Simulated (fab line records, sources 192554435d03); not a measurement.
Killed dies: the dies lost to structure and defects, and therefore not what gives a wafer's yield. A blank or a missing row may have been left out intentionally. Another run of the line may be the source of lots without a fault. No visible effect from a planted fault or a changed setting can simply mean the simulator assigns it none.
What tool caused it?	flow n5-finfet	33 wafers from 11 lots sampled at 2 of the route's 1938 steps

WHAT EACH GAUGE READ, for each wafer
N5_BEOL_M6_CD_MEAS_35: target cd 40 nm, target cd y 28 nm. Usual: cd-nm at 40.2 nm, with a standard deviation of 0.57.
lot	measured	on	cd-nm (nm)	flag
L332	day 8 18:45	cd-sem-02	38.9 38.8 39.2	
L333	day 8 18:50	cd-sem-01	40.1 39.9 41.0	
L338	day 9 17:20	cd-sem-03	40.2 40.2 40.3	
L337	day 9 19:28	cd-sem-01	41.1 41.4 40.8	
L339	day 9 22:23	cd-sem-01	39.7 39.3 40.4	
L340	day 10 04:28	cd-sem-01	40.5 40.2 39.9	
L351	day 13 03:17	cd-sem-02	40.4 41.4 40.4	
L350	day 13 10:52	cd-sem-02	39.6 39.1 39.9	
L352	day 13 17:52	cd-sem-03	39.6 39.6 39.5	
L354	day 14 23:04	cd-sem-02	40.3 41.0 40.4	
L355	day 14 23:13	cd-sem-01	40.1 40.0 39.9	

EACH LOT AND THE TOOL THAT RAN IT (in order: tool; ch and the chambers of the sampled wafers; start)
lot	N5_BEOL_M6_STRIP_80
L332	rie-diel-02 ch 1,2, day 8 18:45 or earlier
L333	rie-diel-03 ch 1,2,3, day 8 18:50 or earlier
L338	rie-diel-03 ch 1,2, day 9 17:20 or earlier
L337	rie-diel-01 ch 1,3, day 9 19:28 or earlier
L339	rie-diel-03 ch 0,2, day 9 22:23 or earlier
L340	rie-diel-02 ch 0,2, day 10 04:28 or earlier
L351	rie-diel-03 ch 0,1,2, day 13 03:17 or earlier
L350	rie-diel-02 ch 1,2, day 13 10:52 or earlier
L352	rie-diel-03 ch 2,3, day 13 17:52 or earlier
L354	rie-diel-01 ch 0,1,2, day 14 23:04 or earlier
L355	rie-diel-03 ch 1,3, day 14 23:13 or earlier
- N5_BEOL_M6_STRIP_80: strips in N2/H2, time 10 s.

AS READ BY THE TOOLS THEMSELVES (means over the sampled wafers that have a number; for cases with no such wafer, the mark the record gives instead)
N5_BEOL_M6_STRIP_80. Usual: bias-power-w 7.000 W, standard deviation 0.022; chamber-pressure-mTorr 20.004 mTorr, standard deviation 0.017; drypump-motor-current-A 5.9 A, standard deviation 0.42; oes-product-au 0.81 a.u., standard deviation 0.096; rf-vpp-V 59.2 V, standard deviation 0.87; showerhead-plenum-p-Torr 2.53 Torr, standard deviation 0.083; throttle-valve-pct 23.50 %, standard deviation 0.24.
lot	tool	bias-power-w (W)	chamber-pressure-mTorr (mTorr)	drypump-motor-current-A (A)	oes-product-au (a.u.)	rf-vpp-V (V)	showerhead-plenum-p-Torr (Torr)	throttle-valve-pct (%)	flag
L332	rie-diel-02	6.989	19.995	5.1	0.78	58.3	2.47	23.71	
L333	rie-diel-03	7.023	20.019	6.2	0.71	59.2	2.52	23.70	
L338	rie-diel-03	7.027	20.012	6.2	0.71	58.9	2.48	23.50	
L337	rie-diel-01	7.027	20.014	6.0	0.86	59.0	2.54	23.52	
L339	rie-diel-03	6.993	19.997	6.4	0.79	58.8	2.44	23.36	
L340	rie-diel-02	7.004	20.000	5.5	0.82	59.4	2.56	23.48	
L351	rie-diel-03	7.009	20.007	6.2	0.75	58.9	2.50	23.41	
L350	rie-diel-02	6.974	19.988	5.4	0.90	59.6	2.63	23.66	
L352	rie-diel-03	6.991	20.004	6.4	0.75	58.5	2.42	23.62	
L354	rie-diel-01	7.027	20.006	5.9	0.79	59.7	2.51	23.40	
L355	rie-diel-03	7.008	20.006	6.0	0.93	59.2	2.56	23.49	

THE ANSWER, worked out from the rows above alone
Rule: lot off if the mean of its wafers having a number is beyond 3 standard deviations from the usual mean. Also off: a lot with no number at a reading for which 4 or more lots have one. Any other lot the step has rows for is counted as sound. Order of review: gauges by route order, followed by the tools' own readings, for which a lot's mean as printed above is used. The first step at which some lot is off is used, and at that step the reading that is off furthest; a lot without a number counts as furthest.
No lot is off on any of the readings shown, so nothing can be concluded from this.

WHAT WAS PUT IN BY THE SIMULATOR
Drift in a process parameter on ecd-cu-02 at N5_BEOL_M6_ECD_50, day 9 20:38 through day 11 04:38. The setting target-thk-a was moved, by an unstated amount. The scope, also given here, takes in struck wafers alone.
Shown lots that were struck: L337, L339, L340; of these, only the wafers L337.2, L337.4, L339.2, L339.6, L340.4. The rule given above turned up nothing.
